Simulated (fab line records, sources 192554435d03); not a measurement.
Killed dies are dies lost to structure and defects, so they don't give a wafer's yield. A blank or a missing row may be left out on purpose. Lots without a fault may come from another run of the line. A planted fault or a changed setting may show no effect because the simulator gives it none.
Which tool did it? | flow n5_finfet | 24 lots, 72 wafers sampled, at 2 steps of a route of 1938

WHAT THE GAUGES READ, wafer by wafer
N5_BEOL_M1_CD_MEAS_28: target cd y 23.3 nm. Usual: cd_nm 24.01 nm, standard deviation 0.27.
lot  | measured     | on        | cd_nm (nm)        | flag
L074 | day 6 05:11  | cd_sem-01 | 24.47 24.36 24.02 |
L075 | day 6 14:51  | cd_sem-01 | 23.45 24.01 23.60 |
L076 | day 6 17:59  | cd_sem-03 | 24.06 23.67 24.05 |
L077 | day 6 23:14  | cd_sem-01 | 23.95 24.59 23.58 |
L078 | day 7 02:38  | cd_sem-03 | 23.76 23.99 23.94 |
L079 | day 7 13:08  | cd_sem-03 | 24.21 23.98 24.04 |
L080 | day 7 13:19  | cd_sem-03 | 23.56 23.89 23.70 |
L081 | day 7 21:51  | cd_sem-01 | 23.64 24.17 24.16 |
L082 | day 8 00:38  | cd_sem-03 | 23.99 24.00 24.31 |
L083 | day 8 18:13  | cd_sem-01 | 23.76 24.20 23.79 |
L085 | day 8 18:16  | cd_sem-02 | 24.18 23.80 23.91 |
L084 | day 8 20:13  | cd_sem-01 | 23.72 23.81 23.94 |
L086 | day 9 03:49  | cd_sem-03 | 23.89 24.01 23.23 |
L087 | day 9 08:31  | cd_sem-03 | 23.37 23.79 23.86 |
L088 | day 9 13:59  | cd_sem-01 | 24.49 24.25 24.21 |
L089 | day 9 20:11  | cd_sem-01 | 24.03 24.09 24.15 |
L090 | day 10 03:22 | cd_sem-01 | 24.23 24.07 23.92 |
L091 | day 10 08:34 | cd_sem-03 | 24.09 24.27 23.85 |
L092 | day 10 13:55 | cd_sem-01 | 23.96 23.57 23.97 |
L093 | day 10 19:05 | cd_sem-03 | 24.03 24.29 24.13 |
L094 | day 11 08:03 | cd_sem-01 | 23.91 23.84 23.50 |
L095 | day 11 12:41 | cd_sem-02 | 24.07 24.46 24.30 |
L096 | day 11 16:26 | cd_sem-03 | 24.15 24.29 23.92 |
L097 | day 12 01:58 | cd_sem-01 | 24.04 24.71 24.67 |

WHICH TOOL RAN EACH LOT (tool, then ch and the chambers of the sampled wafers, then the start)
lot  | N5_BEOL_M1_HM_OPEN_17
L074 | rie_metal-01 ch 0, day 6 04:41
L075 | rie_metal-03 ch 0,1, day 6 14:20
L076 | rie_metal-02 ch 0,1, day 6 17:26
L077 | rie_metal-03 ch 0,1, day 6 22:44
L078 | rie_metal-02 ch 0,1, day 7 02:04
L079 | rie_metal-03 ch 0,1, day 7 12:26
L080 | rie_metal-02 ch 0,1, day 7 12:41
L081 | rie_metal-01 ch 1, day 7 21:19
L082 | rie_metal-03 ch 0,1, day 8 00:01
L083 | rie_metal-02 ch 0,1, day 8 11:34
L085 | rie_metal-01 ch 0,1, day 8 17:35
L084 | rie_metal-01 ch 0,1, day 8 19:45
L086 | rie_metal-02 ch 0,1, day 9 03:07
L087 | rie_metal-02 ch 0,1, day 9 07:58
L088 | rie_metal-02 ch 0,1, day 9 13:21
L089 | rie_metal-02 ch 0,1, day 9 19:42
L090 | rie_metal-03 ch 0,1, day 10 02:35
L091 | rie_metal-01 ch 0,1, day 10 07:58
L092 | rie_metal-03 ch 0,1, day 10 13:17
L093 | rie_metal-01 ch 0, day 10 18:28
L094 | rie_metal-03 ch 0,1, day 11 07:25
L095 | rie_metal-02 ch 0,1, day 11 12:11
L096 | rie_metal-02 ch 0,1, day 11 15:56
L097 | rie_metal-01 ch 0,1, day 12 01:20
- N5_BEOL_M1_HM_OPEN_17: chemistry Cl2/BCl3, target TiN, target depth 20 nm, overetch 6 nm.

WHAT THE TOOLS THEMSELVES READ (means of the sampled wafers that have a number; where no wafer has one, the mark that the record gives instead)
N5_BEOL_M1_HM_OPEN_17. Usual: drypump_motor_current_A 6.05 A, standard deviation 0.3; oes_product_au 0.68 a.u., standard deviation 0.076; throttle_valve_pct 22.12 %, standard deviation 0.19.
lot  | tool         | drypump_motor_current_A (A) | oes_product_au (a.u.) | throttle_valve_pct (%) | flag
L074 | rie_metal-01 | 5.28                        | 0.67                  | 21.74                  |
L075 | rie_metal-03 | 6.21                        | 0.63                  | 22.05                  |
L076 | rie_metal-02 | 6.13                        | 0.78                  | 22.17                  |
L077 | rie_metal-03 | 6.26                        | 0.64                  | 22.03                  |
L078 | rie_metal-02 | 6.10                        | 0.77                  | 22.18                  |
L079 | rie_metal-03 | 6.13                        | 0.58                  | 22.03                  |
L080 | rie_metal-02 | 6.15                        | 0.76                  | 22.27                  |
L081 | rie_metal-01 | 6.08                        | 0.69                  | 22.23                  |
L082 | rie_metal-03 | 6.15                        | 0.58                  | 22.03                  |
L083 | rie_metal-02 | 6.14                        | 0.75                  | 22.20                  |
L085 | rie_metal-01 | 5.59                        | 0.66                  | 21.91                  |
L084 | rie_metal-01 | 5.85                        | 0.68                  | 22.07                  |
L086 | rie_metal-02 | 6.16                        | 0.74                  | 22.29                  |
L087 | rie_metal-02 | 6.17                        | 0.75                  | 22.28                  |
L088 | rie_metal-02 | 6.14                        | 0.74                  | 22.21                  |
L089 | rie_metal-02 | 6.15                        | 0.73                  | 22.21                  |
L090 | rie_metal-03 | 6.21                        | 0.62                  | 22.06                  |
L091 | rie_metal-01 | 5.84                        | 0.67                  | 22.08                  |
L092 | rie_metal-03 | 6.15                        | 0.57                  | 22.06                  |
L093 | rie_metal-01 | 5.29                        | 0.65                  | 21.74                  |
L094 | rie_metal-03 | 6.22                        | 0.63                  | 22.06                  |
L095 | rie_metal-02 | 6.19                        | 0.73                  | 22.30                  |
L096 | rie_metal-02 | 6.15                        | 0.72                  | 22.30                  |
L097 | rie_metal-01 | 5.82                        | 0.66                  | 22.09                  |

THE ANSWER, worked out from the rows above alone
Rule: a lot is off if the mean of its wafers that have a number lies more than 3 standard deviations from the usual mean. A lot without any number at a reading at which 4 lots or more have one is off too. The other lots that the step has rows for count as sound. The gauges are gone through in route order, then the tools' own readings, and for those a lot's mean is taken as printed above. The first step at which some lot is off is used, and at that step the reading that is off furthest; a lot without a number counts as furthest.
No lot is off at any reading shown: from this, nothing can be told.

WHAT THE SIMULATOR HAD PUT IN
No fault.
